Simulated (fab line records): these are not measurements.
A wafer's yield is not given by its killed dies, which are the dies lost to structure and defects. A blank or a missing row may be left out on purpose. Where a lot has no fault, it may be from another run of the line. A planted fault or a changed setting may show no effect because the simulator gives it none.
Chamber matching -- flow nand-harc -- NHARC_P_BONDPAD_STRIP_15 on rie-diel-07 has 4 sister chambers
The step strips in O2. 16 wafers are shown with their chamber, then 8 later ones without.

== WAFERS, EACH WITH ITS CHAMBER ==
wafer,chamber,showerhead-plenum-p-Torr (Torr),drypump-motor-current-A (A),rf-vpp-V (V)
L076.2,1,3.76,6.5,58.4
L076.5,3,3.37,5.8,57.3
L076.6,0,3.36,5.2,59.4
L081.2,0,3.36,5.3,57.6
L081.3,3,3.37,5.8,57.4
L081.4,2,3.48,5.8,59.0
L087.1,3,3.36,5.8,56.2
L087.3,1,3.76,6.5,59.1
L087.6,3,3.36,5.8,57.2
L088.2,3,3.36,5.8,57.7
L088.3,2,3.48,5.8,58.2
L088.5,0,3.36,5.2,57.2
L088.1,0,3.36,5.3,57.0
L088.4,1,3.76,6.5,58.8
L088.6,3,3.36,5.8,57.5
L093.1,1,3.76,6.5,58.2

SIGNATURES (averages over the wafers above)
reading,chamber 0,chamber 1,chamber 2,chamber 3,scatter within a chamber
showerhead-plenum-p-Torr,3.3600,3.7600,3.4800,3.3633,0.00333
drypump-motor-current-A,5.250,6.500,5.800,5.800,0.0289
rf-vpp-V,57.800,58.625,58.600,57.217,0.695
Rule: distance of a wafer from a chamber = root of the sum over the readings of ((wafer's reading minus chamber's mean) / reading's scatter) squared. If the next closest chamber is less than 2 further off than the closest, the wafer can't be placed; otherwise it belongs to the closest. The scatter: the root of (the sum of the squares of (reading less its chamber's mean) over the shown wafers, divided by (wafers less chambers)).

== WAFERS MISSING THEIR CHAMBER ==
wafer,showerhead-plenum-p-Torr (Torr),drypump-motor-current-A (A),rf-vpp-V (V)
L093.4,3.36,5.2,57.3
L093.6,3.36,5.3,56.3
L096.1,3.48,5.8,57.1
L096.3,3.36,5.8,57.6
L096.4,3.75,6.5,57.2
L097.1,3.75,6.5,57.6
L097.2,3.36,5.8,57.6
L097.5,3.48,5.8,57.5

== THE CHAMBER EACH PASSED THROUGH ==
wafer,from the rows above,in truth
L093.4,0,0
L093.6,0,0
L096.1,2,2
L096.3,3,3
L096.4,1,1
L097.1,1,1
L097.2,3,3
L097.5,2,2
Placed correctly: 8 of 8. Not placeable from these rows: 0. Placed wrongly: 0.
